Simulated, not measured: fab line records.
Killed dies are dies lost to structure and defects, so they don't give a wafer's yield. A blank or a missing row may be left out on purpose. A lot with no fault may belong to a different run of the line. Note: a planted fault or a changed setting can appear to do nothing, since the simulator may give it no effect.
A lot that was struck, set against a sound lot + flow nand_harc + 32 out of 1159 route steps
Sound: the wafers L981.2, L981.3, L981.5. Struck: wafer L993.5. (L993.2, L993.3 of the same lot were not struck and are left out.) The cause comes at the end.
Each step with rows lists, per side, the tool, then ch with its chambers, then its first start. Under that, the readings that differ: sound wafers + struck wafers + difference of the means + sigmas: that difference in standard deviations of wafers without a fault.
alike: same words and numbers on both sides, and readings whose means sit less than 2 such deviations apart. not compared: any withheld reading, any reading some wafer has no value for, any bound like >300 that may hide the same value, and any number with overlapping values for which the record gives no deviation.
A row with sigmas, a row that says differs or no value, or rows on one side alone: a step with any of these is where the two part. Numbers that don't overlap but have no deviation are shown without sigmas and don't part them. A reading that every wafer of one side lacks parts them only if that side has two wafers or more.

first, 8 steps without rows for these wafers: NHARC_P_M0_DESCUM_14 (chemistry O2, time 3 s); NHARC_P_M0_ETCH_34 (etches the open film in N2/H2, target depth 40 nm, overetch 12 nm, time 43.94 s); NHARC_P_M0_ETCH_15 (etches the open film in C4F8/Ar, target depth 150 nm, overetch 15 nm, time 82.5 s); NHARC_P_M0_STRIP_18 (strips in N2/H2); NHARC_P_M0_STRIP_19 (strips in post etch residue remover, time 600 s); NHARC_P_M0_DEGAS_28 (time 60 s); NHARC_P_M0_PRE_CLEAN_29 (time 30 s); NHARC_P_M0_PVD_20 (deposits TaN, target thk 5 nm, time 8.06 s).
NHARC_P_M0_PVD_21: deposits Cu, target thk 30 nm, time 20.49 s.
  struck on pvd_sputter-01, day 9 21:55; sound on pvd_sputter-01, day 6 20:07
  alike: throttle_valve_pct
then, 22 steps without rows for these wafers: NHARC_P_M0_ECD_22 (material Cu, target thk 400 nm); NHARC_P_M0_ANNEAL_30 (time 90 s); NHARC_P_M0_CMP_23 (polishes, t overpolish 20 s, target thk 117.53 nm); NHARC_P_M0_SRD_25; NHARC_P_M0_PRE_CLEAN_31 (time 12 s); NHARC_P_M0_DEP_32 (deposits SiCN, target thk 30 nm); NHARC_P_M1_DEP_00 (deposits SiOC, target thk 182.5 nm); NHARC_P_M1_DEHYDRATE_01 (time 120 s); NHARC_P_M1_HMDS_02 (time 30 s); NHARC_P_M1_COAT_34 (time 65 s); NHARC_P_M1_COAT_03 (resist thk 90 nm); NHARC_P_M1_SOFTBAKE_04 (time 55 s); NHARC_P_M1_EBR_05; NHARC_P_M1_EXPOSE_06 (exposes mask P M1, target cd 130 nm); NHARC_P_M1_PEB_07 (peb time 65 s); NHARC_P_M1_DEVELOP_08 (develop time 35 s); NHARC_P_M1_DESCUM_14 (chemistry O2, time 3 s); NHARC_P_M1_ETCH_35 (etches the open film in N2/H2, target depth 40 nm, overetch 12 nm, time 43.94 s); NHARC_P_M1_ETCH_15 (etches the open film in C4F8/Ar, target depth 182.5 nm, time 91.2 s); NHARC_P_M1_STRIP_18 (strips in N2/H2); NHARC_P_M1_ETCH_28 (etches the open film in CF4/N2, target depth 30 nm, time 72.99 s); NHARC_P_M1_STRIP_19 (strips in post etch residue remover, time 600 s).
-- record jumps: 13 days between struck wafers' starts before vs after; left off in module P_M1, resumes in module END, first step shown is number 1159 of the route --
NHARC_END_SORT_01:
  sound on prober-02 ch 0, day 19 18:10; struck on prober-01 ch 0, day 22 22:24
| reading                  | sound           | struck | difference | sigmas      |
|--------------------------|-----------------|--------|------------|-------------|
| defect_limited_yield (%) | 95.3 96.9 94.5  | 0.7    | -94.9      | -63         |
| killed_at_periphery      | 4 4 4           | 639    | +635       | +99 or more |
| killed_dies              | 32 21 37        | 672    | +642       | +64         |
| killed_open              | 3 2 4           | 7      | +4         | +2          |
| sort_bin_2_pct (%)       | 1.0 1.3 2.2     | 95.4   | +93.9      | +99 or more |
| sort_n_pass              | 645 656 640     | 5      | -642       | -64         |
| sort_rim_yield_pct (%)   | 96.2 100.0 99.1 | 1.9    | -96.5      | -51         |
| sort_yield_pct (%)       | 95.3 96.9 94.5  | 0.7    | -94.9      | -63         |
  alike: killed_at_array, killed_at_other, killed_short, sort_bin_3_pct, sort_bin_4_pct

== WHERE THEY PART ==
At NHARC_END_SORT_01 and nowhere else, as far as this record goes.

WHY: the cause the simulator had injected
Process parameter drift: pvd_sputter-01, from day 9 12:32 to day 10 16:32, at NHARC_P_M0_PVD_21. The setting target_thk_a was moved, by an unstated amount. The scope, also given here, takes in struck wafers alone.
